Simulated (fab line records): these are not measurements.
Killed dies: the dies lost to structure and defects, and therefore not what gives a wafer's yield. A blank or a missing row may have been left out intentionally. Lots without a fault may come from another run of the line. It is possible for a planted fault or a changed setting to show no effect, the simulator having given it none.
fab line records    flow nand-harc
[record] lots = 12  wafers = 36  last-day = 25
route steps=1159 shown THIN_TSV@1120 END@1159
lots untouched by any fault: they come from a run of this same line in which no faults occurred
start-h: hours from the record's first day to the start of the lot's first wafer shown    wait-h: hours elapsed since this lot's preceding step    " the same as in the row above    L1.1+2: a single row standing in for several wafers    - no value, or no start given    * or withheld: withheld    < > ~ a bound
route shown NAME@n: NAME is a module with steps in the file, n the number in the route of the first one    usual: mean/standard deviation taken from wafers without a fault    same: alike in all rows    chamber/n: place in a boat    sites: readings site by site    _std_site: standard deviation of those values    _edge_site: outer sites' mean less inner sites'    radius-mm: how far each site lies from the wafer's centre    mask NAME#n: copy n    behind: tool/chamber where the wafer was last shaped    hold: cause of the lot's hold/its duration in hours/its outcome    device: the n, p or np transistor that did not switch    end of line: the same wafers' tests at the end of the route    a step with no rows: only its recipe    killed: not the wafer's yield, but the dies lost to structure and defects at the first sort    map: dies across one wafer; x = killed, . = not, _ = none there
set.NAME: setting as actually run; set.NAME@STEP: the setting as run at that earlier step    model.NAME: the simulator's own value behind a step, which no gauge read
one table for each step of the route and one row for each wafer, over a sample of lots
services: when a tool's chamber went out of use (start-h, in hours from the record's first day, below 0 if earlier), for how many hours, and the reason
[[steps]]
[step NHARC_THIN_TSV_ETCH_15]
[recipe] target-depth-a = 30000  bosch-target-overetch-cycles = 2  bosch-etch-step-s = 2.8  bosch-dep-step-s = 1.2  bosch-cycles = 14
[usual] drypump-motor-current-A = 5.7/0.59
lot.wafer  tool       chamber  start-h  wait-h  drypump-motor-current-A  rf-hours-counter-h
L847.3     rie-si-03  0        422.32   -       5.7                      0.9
L847.4     "          2        "        "       4.9                      0.7
L847.6     "          0        "        "       5.7                      -
L844.4     rie-si-03  3        423.74   -       5.4                      0.6
L844.1     "          2        "        "       4.9                      0.7
L844.5     "          3        "        "       5.5                      -
L846.2     rie-si-05  2        426.62   -       6.0                      0.0
L846.1     "          3        "        "       5.5                      0.0
L846.6     "          2        "        "       6.0                      -
L848.3     rie-si-01  2        435.57   -       6.8                      1.0
L848.4     "          1        "        "       5.1                      1.1
L848.5     "          2        "        "       6.8                      -
L850.1     rie-si-03  0        448.97   -       5.6                      1.2
L850.3     "          2        "        "       4.9                      0.9
L850.2     "          3        "        "       5.4                      0.9
L849.2     rie-si-05  1        450.07   -       6.6                      0.3
L849.3     "          2        "        "       6.0                      0.3
L849.5     "          1        "        "       6.5                      -
L851.1     rie-si-03  1        460.63   -       5.5                      1.1
L851.4     "          2        "        "       4.9                      1.1
L851.6     "          2        "        "       4.9                      -
L852.3     rie-si-01  2        468.34   -       6.8                      1.3
L852.2     "          3        "        "       5.3                      1.5
L852.6     "          1        "        "       5.1                      -
L854.1     rie-si-05  2        476.45   -       6.0                      0.4
L854.4     "          1        "        "       6.5                      0.6
L854.6     "          2        "        "       6.0                      -
L859.1     rie-si-03  0        520.22   -       5.7                      0.0
L859.4     "          1        "        "       5.5                      0.0
L859.5     "          0        "        "       5.7                      -
L860.1     rie-si-01  0        534.91   -       5.4                      0.3
L860.3     "          3        "        "       5.2                      0.3
L860.6     "          1        "        "       5.1                      -
L866.4     rie-si-01  1        577.17   -       5.1                      0.6
L866.3     "          0        "        "       5.4                      0.7
L866.5     "          1        "        "       5.1                      -
[step NHARC_THIN_TSV_PRE_CLEAN_50]
[recipe] time-s = 30  temp-c = 280  gas = H2/He
[usual] heater-power-w = 412/34
lot.wafer  tool            chamber  start-h  wait-h  heater-power-w
L847.4     pvd-sputter-01  -        424.55   -       366
L847.3     "               -        "        "       398
L847.6     "               -        "        "       457
L844.4     pvd-sputter-02  -        425.81   -       454
L844.1     "               -        "        "       433
L844.5     "               -        "        "       375
L846.1     pvd-sputter-03  -        428.71   -       423
L846.2     "               -        "        "       383
L846.6     "               -        "        "       415
L848.4     pvd-sputter-02  -        438.08   -       418
L848.3     "               -        "        "       379
L848.5     "               -        "        "       427
L850.3     pvd-sputter-02  -        451.68   -       421
L850.1     "               -        "        "       373
L850.2     "               -        "        "       476
L849.2     pvd-sputter-03  -        452.11   -       413
L849.3     "               -        "        "       390
L849.5     "               -        "        "       391
L851.1     pvd-sputter-02  -        463.65   -       428
L851.4     "               -        "        "       403
L851.6     "               -        "        "       419
L852.3     pvd-sputter-01  -        470.45   -       384
L852.2     "               -        "        "       435
L852.6     "               -        "        "       471
L854.4     pvd-sputter-01  -        478.50   -       362
L854.1     "               -        "        "       441
L854.6     "               -        "        "       356
L859.4     pvd-sputter-02  -        522.48   -       370
L859.1     "               -        "        "       421
L859.5     "               -        "        "       373
L860.1     pvd-sputter-02  -        536.97   -       382
L860.3     "               -        "        "       367
L860.6     "               -        "        "       423
L866.4     pvd-sputter-03  -        579.21   -       409
L866.3     "               -        "        "       389
L866.5     "               -        "        "       398
[step NHARC_THIN_TSV_PVD_19]
[recipe] target-thk-a = 200  chamber-pressure-pa = 5  material = TaN
[usual] chamber-pressure-pa = 4.999/0.011  throttle-valve-pct = 30.1/1.1
lot.wafer  tool            chamber  start-h  wait-h  chamber-pressure-pa  throttle-valve-pct
L847.3     pvd-sputter-01  -        -        -       5.007                32.3
L847.4     "               -        "        "       5.007                29.8
L847.6     "               -        "        "       5.007                32.2
L844.4     pvd-sputter-02  -        -        -       4.995                28.9
L844.1     "               -        "        "       5.018                30.1
L844.5     "               -        "        "       5.000                28.9
L846.1     pvd-sputter-03  -        -        -       5.005                31.3
L846.2     "               -        "        "       5.007                30.5
L846.6     "               -        "        "       4.999                31.1
L848.3     pvd-sputter-02  -        -        -       4.988                30.5
L848.4     "               -        "        "       5.004                30.0
L848.5     "               -        "        "       4.986                28.8
L850.2     pvd-sputter-02  -        -        -       4.992                30.0
L850.3     "               -        "        "       4.991                28.9
L850.1     "               -        "        "       5.001                30.0
L849.2     pvd-sputter-03  -        -        -       4.989                31.4
L849.3     "               -        "        "       4.996                28.1
L849.5     "               -        "        "       5.004                30.9
L851.4     pvd-sputter-02  -        -        -       5.006                31.3
L851.1     "               -        "        "       4.986                30.4
L851.6     "               -        "        "       4.993                30.2
L852.2     pvd-sputter-01  -        -        -       5.010                28.7
L852.3     "               -        "        "       4.996                30.0
L852.6     "               -        "        "       5.005                28.8
L854.4     pvd-sputter-01  -        -        -       4.984                30.1
L854.1     "               -        "        "       5.009                32.0
L854.6     "               -        "        "       5.005                28.7
L859.1     pvd-sputter-02  -        -        -       5.021                30.9
L859.4     "               -        "        "       4.999                30.3
L859.5     "               -        "        "       5.005                30.2
L860.1     pvd-sputter-02  -        -        -       4.988                30.4
L860.3     "               -        "        "       5.012                31.0
L860.6     "               -        "        "       4.986                29.0
L866.4     pvd-sputter-03  -        -        -       4.991                30.6
L866.3     "               -        "        "       4.988                29.3
L866.5     "               -        "        "       5.010                31.3
[step NHARC_THIN_TSV_ETCH_36]
[recipe] target-depth-a = 650  over-etch-frac = 0.3  time-s = 18.571  ion-energy-ev = 150  chemistry = Cl2/BCl3
[usual] drypump-motor-current-A = 5.8/0.57  oes-product-au = 1.001/0.008
lot.wafer  tool          chamber  start-h  wait-h  drypump-motor-current-A  oes-product-au  rf-hours-counter-h
L847.4     rie-metal-01  1        428.13   0.2     5.5                      1.021           -
L847.3     "             0        "        "       6.4                      0.999           -
L847.6     "             0        "        "       6.4                      1.001           -
L844.1     rie-metal-02  0        429.43   0.2     5.0                      0.994           1.1
L844.4     "             0        "        "       5.0                      1.000           -
L844.5     "             1        "        "       5.8                      1.010           -
L846.2     rie-metal-02  1        432.18   0.2     5.8                      0.995           1.3
L846.1     "             0        "        "       5.0                      1.006           1.3
L846.6     "             1        "        "       5.8                      1.006           -
L848.4     rie-metal-02  0        442.22   0.1     5.0                      0.989           -
L848.3     "             1        "        "       5.8                      0.988           -
L848.5     "             1        "        "       5.8                      1.004           -
L850.2     rie-metal-01  0        455.15   0.2     6.4                      1.001           3.3
L850.1     "             1        "        "       5.5                      0.998           3.3
L850.3     "             1        "        "       5.5                      1.002           -
L849.2     rie-metal-02  1        455.87   0.2     5.8                      0.995           1.9
L849.3     "             1        "        "       5.8                      1.000           -
L849.5     "             1        "        "       5.8                      0.984           -
L851.1     rie-metal-03  1        467.13   0.2     5.3                      1.003           0.2
L851.4     "             1        "        "       5.4                      0.989           -
L851.6     "             0        "        "       6.5                      0.994           -
L852.2     rie-metal-01  0        473.99   0.2     6.5                      1.011           3.9
L852.3     "             0        "        "       6.4                      1.013           -
L852.6     "             1        "        "       5.5                      1.018           -
L854.1     rie-metal-03  0        482.10   0.2     6.5                      1.001           0.8
L854.4     "             0        "        "       6.6                      1.006           -
L854.6     "             1        "        "       5.3                      0.996           -
L859.1     rie-metal-02  1        526.11   0.2     5.8                      1.005           3.4
L859.4     "             1        "        "       5.8                      1.009           -
L859.5     "             1        "        "       5.8                      1.012           -
L860.1     rie-metal-03  1        540.60   0.2     5.4                      0.991           2.3
L860.3     "             1        "        "       5.3                      1.003           -
L860.6     "             1        "        "       5.3                      0.994           -
L866.4     rie-metal-01  0        582.72   0.1     6.4                      1.007           -
L866.3     "             1        "        "       5.5                      1.000           -
L866.5     "             1        "        "       5.5                      1.000           -
[step NHARC_END_SORT_01]
[recipe] temp-c = 25
[usual] defect-limited-yield = 95.6/1.7  killed-at-array = 27/11  killed-at-other = 0.7/0.93  killed-at-periphery = 2.9/1.9  killed-dies = 30/11  killed-open = 3.1/1.7  killed-short = 1.9/1.3  sort_bin_2_pct = 1.4/0.68  sort_bin_3_pct = 0.28/0.25  sort_bin_4_pct = 2.8/1.1  sort-n-pass = 647/11  sort-rim-yield-pct = 95.4/2.7  sort-yield-pct = 95.6/1.7
[same] gross-dies = 677  sort_bin_5_pct[%] = 0  sort_bin_6_pct[%] = 0  sort_bin_7_pct[%] = 0  sort_bin_8_pct[%] = 0  sort-rim-n-gross = 106.00
lot.wafer  tool       chamber  start-h  wait-h  defect-limited-yield[%]  killed-at-array  killed-at-other  killed-at-periphery  killed-dies  killed-open  killed-short  sort_bin_2_pct[%]  sort_bin_3_pct[%]  sort_bin_4_pct[%]  sort-n-pass  sort-rim-yield-pct[%]  sort-yield-pct[%]
L847.3     prober-01  0        438.12   3.1     96.3                     21               1                3                    25           5            4             0.9                0.30               2.5                652          98.1                   96.3
L847.4     prober-01  0        438.92   3.4     98.5                     8                0                2                    10           3            1             0.3                0.15               1.0                667          98.1                   98.5
L847.6     prober-01  0        440.54   4.0     97.0                     19               0                1                    20           1            0             0.3                0.30               2.4                657          96.2                   97.0
L850.1     prober-02  0        463.70   2.5     97.2                     15               2                2                    19           3            0             1.2                0                  1.6                658          97.2                   97.2
L850.2     prober-02  0        464.50   2.8     98.4                     9                0                2                    11           1            3             0.1                0                  1.5                666          99.1                   98.4
L850.3     prober-02  0        465.30   3.1     96.9                     17               0                4                    21           4            3             1.0                0.15               1.9                656          97.2                   96.9
L851.1     prober-02  0        475.34   2.6     95.7                     26               1                2                    29           2            1             1.8                0.15               2.4                648          97.2                   95.7
L851.4     prober-02  0        477.78   3.5     95.9                     23               2                3                    28           1            2             0.6                0.44               3.1                649          95.3                   95.9
L851.6     prober-02  0        479.41   4.1     95.0                     28               1                5                    34           6            2             1.9                0.44               2.7                643          98.1                   95.0
L852.2     prober-01  0        483.02   2.8     93.4                     43               0                2                    45           2            1             0.9                0.44               5.3                632          94.3                   93.4
L852.3     prober-01  0        483.83   3.1     94.8                     34               0                1                    35           4            2             1.9                0.59               2.7                642          90.6                   94.8
L852.6     prober-01  0        486.26   4.1     95.4                     30               0                1                    31           0            3             1.0                0.15               3.4                646          93.4                   95.4
L859.1     prober-02  0        534.53   2.5     84.5                     22               82               1                    105          3            0             5.9                2.51               7.1                572          96.2                   84.5
L859.4     prober-02  0        536.93   3.4     96.2                     23               2                1                    26           4            0             1.0                0.89               1.9                651          95.3                   96.2
L859.5     prober-02  0        537.74   3.7     96.2                     25               0                1                    26           3            3             0.7                0.30               2.8                651          95.3                   96.2
L860.1     prober-01  0        549.60   2.5     95.6                     27               1                2                    30           3            2             0.4                0.74               3.2                647          96.2                   95.6
L860.3     prober-01  0        551.18   3.1     94.4                     37               0                1                    38           3            0             1.5                0.15               4.0                639          95.3                   94.4
L860.6     prober-01  0        553.55   3.9     84.8                     23               80               0                    103          0            1             6.8                3.40               5.0                574          95.3                   84.8
L866.3     prober-02  0        599.61   3.1     94.1                     37               0                3                    40           1            3             2.8                0.59               2.5                637          90.6                   94.1
L866.4     prober-02  0        600.40   3.4     93.1                     44               0                3                    47           4            1             1.8                0.44               4.7                630          92.5                   93.1
L866.5     prober-02  0        601.19   3.7     93.6                     37               0                6                    43           3            2             1.3                0.59               4.4                634          93.4                   93.6
// killed by level:class
L847.3 A_STAIRCASE:chamber-film-flake=7 A_CONTACT:geometric-particle:open=3 A_WL_FILL:chamber-film-flake=3 A_CONTACT:chamber-film-flake=3 A_WL_FILL:geometric-particle:short=2 A_CONTACT:geometric-particle:short=2 P_M0:geometric-particle:open=1 A_CHANNEL_FILL_D1:geometric-particle:open=1
L847.4 A_CHANNEL_HOLE_D1:chamber-film-flake=3 P_CONTACT:geometric-particle:open=1 A_SGD_CUT:geometric-particle:open=1 A_CONTACT:geometric-particle:short=1 A_CONTACT:geometric-particle:open=1 P_ZERO_WELL:chamber-film-flake=1 A_STAIRCASE:chamber-film-flake=1 A_CONTACT:chamber-film-flake=1
L847.6 A_CONTACT:chamber-film-flake=6 A_STAIRCASE:chamber-film-flake=4 A_WL_FILL:chamber-film-flake=4 A_CHANNEL_HOLE_D1:chamber-film-flake=3 A_CHANNEL_FILL_D1:geometric-particle:open=1 P_STI:chamber-film-flake=1 A_SLIT:chamber-film-flake=1
L850.1 A_CHANNEL_HOLE_D1:chamber-film-flake=5 A_STAIRCASE:chamber-film-flake=3 A_CONTACT:chamber-film-flake=3 HYBRID_BOND:chamber-film-flake=2 P_CONTACT:geometric-particle:open=1 A_CHANNEL_FILL_D1:geometric-particle:open=1 A_SLIT:geometric-particle:open=1 P_GATE:chamber-film-flake=1
L850.2 A_CHANNEL_HOLE_D1:chamber-film-flake=4 P_GATE:geometric-particle:short=1 P_CONTACT:geometric-particle:short=1 A_CHANNEL_FILL_D1:geometric-particle:short=1 A_M0:geometric-particle:open=1 A_ZERO_WELL:chamber-film-flake=1 A_STAIRCASE:chamber-film-flake=1 A_CONTACT:chamber-film-flake=1
L850.3 A_CHANNEL_HOLE_D1:chamber-film-flake=5 A_STAIRCASE:chamber-film-flake=5 A_CHANNEL_FILL_D1:geometric-particle:short=2 A_CHANNEL_FILL_D1:geometric-particle:open=2 P_STI:chamber-film-flake=2 P_GATE:chamber-film-flake=2 A_ONON_D1:geometric-particle:short=1 A_ONON_D1:geometric-particle:open=1
L851.1 A_STAIRCASE:chamber-film-flake=7 A_CONTACT:chamber-film-flake=7 A_BLC:chamber-film-flake=5 A_CHANNEL_HOLE_D1:chamber-film-flake=4 P_M1:chamber-film-flake=2 A_ONON_D1:geometric-particle:short=1 A_CHANNEL_HOLE_D1:geometric-particle:open=1 A_CONTACT:geometric-particle:open=1
L851.4 A_CONTACT:chamber-film-flake=6 A_BLC:chamber-film-flake=5 A_STAIRCASE:chamber-film-flake=4 A_WL_FILL:chamber-film-flake=3 A_CHANNEL_HOLE_D1:chamber-film-flake=2 THIN_TSV:chamber-film-flake=2 A_WL_FILL:geometric-particle:short=1 A_WL_FILL:geometric-particle:open=1
L851.6 A_STAIRCASE:chamber-film-flake=9 A_CONTACT:chamber-film-flake=8 A_CHANNEL_HOLE_D1:chamber-film-flake=4 A_CONTACT:geometric-particle:open=2 P_STI:chamber-film-flake=2 A_BLC:chamber-film-flake=2 P_STI:geometric-particle:open=1 P_GATE:geometric-particle:short=1
L852.2 A_SLIT:chamber-film-flake=16 A_CHANNEL_HOLE_D1:chamber-film-flake=14 A_STAIRCASE:chamber-film-flake=9 A_CONTACT:chamber-film-flake=3 P_CONTACT:geometric-particle:open=1 P_M0:geometric-particle:open=1 A_CONTACT:geometric-particle:short=1
L852.3 A_SLIT:chamber-film-flake=10 A_CHANNEL_HOLE_D1:chamber-film-flake=9 A_STAIRCASE:chamber-film-flake=6 A_CONTACT:chamber-film-flake=2 P_CONTACT:geometric-particle:open=1 A_SOURCE_PLATE:geometric-particle:short=1 A_SOURCE_PLATE:geometric-particle:open=1 A_CHANNEL_FILL_D1:geometric-particle:open=1
L852.6 A_CHANNEL_HOLE_D1:chamber-film-flake=11 A_STAIRCASE:chamber-film-flake=7 A_SLIT:chamber-film-flake=6 A_ZERO_WELL:chamber-film-flake=2 P_ZERO_WELL:geometric-particle:short=1 A_SOURCE_PLATE:geometric-particle:short=1 A_ONON_D1:geometric-particle:short=1 A_WL_FILL:chamber-film-flake=1
L859.1 THIN_TSV:unspecified=80 A_SLIT:chamber-film-flake=16 A_CONTACT:chamber-film-flake=2 THIN_TSV:chamber-film-flake=2 P_M0:geometric-particle:open=1 A_ONON_D1:geometric-particle:open=1 A_SGD_CUT:geometric-particle:open=1 A_ZERO_WELL:chamber-film-flake=1
L859.4 A_SLIT:chamber-film-flake=12 A_CHANNEL_HOLE_D1:chamber-film-flake=5 A_CHANNEL_FILL_D1:geometric-particle:open=1 A_CONTACT:geometric-particle:open=1 A_M0:geometric-particle:open=1 STARTING-WAFER:geometric-particle:open=1 P_GATE:chamber-film-flake=1 A_ZERO_WELL:chamber-film-flake=1
L859.5 A_SLIT:chamber-film-flake=15 A_ZERO_WELL:chamber-film-flake=2 A_CHANNEL_HOLE_D1:chamber-film-flake=2 P_CONTACT:geometric-particle:open=1 A_CHANNEL_FILL_D1:geometric-particle:short=1 A_SGD_CUT:geometric-particle:open=1 A_WL_FILL:geometric-particle:short=1 A_BLC:geometric-particle:open=1
L860.1 A_SLIT:chamber-film-flake=11 A_CHANNEL_HOLE_D1:chamber-film-flake=4 A_CONTACT:geometric-particle:open=3 A_CONTACT:chamber-film-flake=3 A_M1:chamber-film-flake=3 A_ONON_D1:geometric-particle:short=1 A_WL_FILL:geometric-particle:short=1 P_GATE:chamber-film-flake=1
L860.3 A_SLIT:chamber-film-flake=21 A_CHANNEL_HOLE_D1:chamber-film-flake=5 A_M1:chamber-film-flake=5 A_CONTACT:chamber-film-flake=3 P_GATE:geometric-particle:open=1 A_CONTACT:geometric-particle:open=1 A_M0:geometric-particle:open=1 A_WL_FILL:chamber-film-flake=1
L860.6 THIN_TSV:unspecified=80 A_SLIT:chamber-film-flake=11 A_CHANNEL_HOLE_D1:chamber-film-flake=4 A_CONTACT:chamber-film-flake=3 A_M1:chamber-film-flake=3 A_ONON_D1:geometric-particle:short=1 A_STAIRCASE:chamber-film-flake=1
L866.3 A_SLIT:chamber-film-flake=17 A_CHANNEL_HOLE_D1:chamber-film-flake=7 A_M0:chamber-film-flake=6 A_CONTACT:chamber-film-flake=3 P_GATE:geometric-particle:short=1 P_CONTACT:geometric-particle:short=1 A_ONON_D1:geometric-particle:short=1 A_BLC:geometric-particle:open=1
L866.4 A_SLIT:chamber-film-flake=22 A_CONTACT:chamber-film-flake=7 A_CHANNEL_HOLE_D1:chamber-film-flake=5 A_M0:chamber-film-flake=3 A_STAIRCASE:chamber-film-flake=2 P_M1:geometric-particle:open=1 A_ONON_D1:geometric-particle:open=1 A_SGD_CUT:geometric-particle:open=1
L866.5 A_SLIT:chamber-film-flake=19 A_CHANNEL_HOLE_D1:chamber-film-flake=9 P_STI:chamber-film-flake=2 P_GATE:chamber-film-flake=2 A_CONTACT:chamber-film-flake=2 A_M0:chamber-film-flake=2 P_CONTACT:geometric-particle:short=1 P_M0:geometric-particle:open=1
[[services]]
tool            chamber  start-h  hours  kind
rie-si-05       3        404.56   6.5    repair
rie-si-05       -        416.00   9.0    pm
rie-si-05       -        432.97   0.3    repair
pvd-sputter-01  -        441.71   2.4    repair
rie-si-03       1        444.19   7.1    repair
rie-metal-03    -        453.00   9.0    pm
pvd-sputter-03  -        458.04   10.0   pm
rie-metal-02    0        463.38   11.6   repair
rie-si-01       -        481.00   9.0    pm
rie-metal-02    1        481.82   20.4   repair
pvd-sputter-03  -        506.48   1.1    repair
rie-metal-01    -        509.00   9.0    pm
rie-si-03       -        509.00   9.0    pm
rie-si-03       0        509.00   9.0    vent-cycle
rie-si-03       1        509.00   9.0    vent-cycle
rie-si-03       2        509.00   9.0    vent-cycle
rie-si-01       -        511.04   0.2    repair
pvd-sputter-01  -        514.00   10.0   pm
rie-si-01       1        516.57   1.9    repair
rie-si-05       0        550.70   1.1    repair
rie-metal-02    -        565.00   9.0    pm
pvd-sputter-02  -        571.13   10.0   pm
pvd-sputter-01  -        571.94   3.1    repair
pvd-sputter-03  -        576.73   1.8    repair
[[key]]
[first-sign] step = NHARC_END_SORT_01  reading = killed-at-other  direction = up  sigmas = 80  usual = 0.7  struck = 81
[effect] step = NHARC_END_SORT_01  reading = defect-limited-yield  direction = down  sigmas = 6.6  usual = 95.6  struck = 84.6
[more-kills-born-at] NHARC_THIN_TSV_PRE_CLEAN_50@pvd-sputter-02 = 160
met-at NHARC_THIN_TSV_PRE_CLEAN_50
struck-lots L859,L860
struck-wafers L859.1,L860.6
not-acting-at NHARC_THIN_TSV_ETCH_15,NHARC_THIN_TSV_PVD_19,NHARC_THIN_TSV_ETCH_36
onset-between 463.65 522.48
[fault] kind = chamber-particle-source  tool = pvd-sputter-02  chamber = -  onset-h = 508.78  steps = NHARC_THIN_TSV_PRE_CLEAN_50  rate-per-visit-cm2 = 0.70946  end-h = 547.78  scope = struck-wafers-only
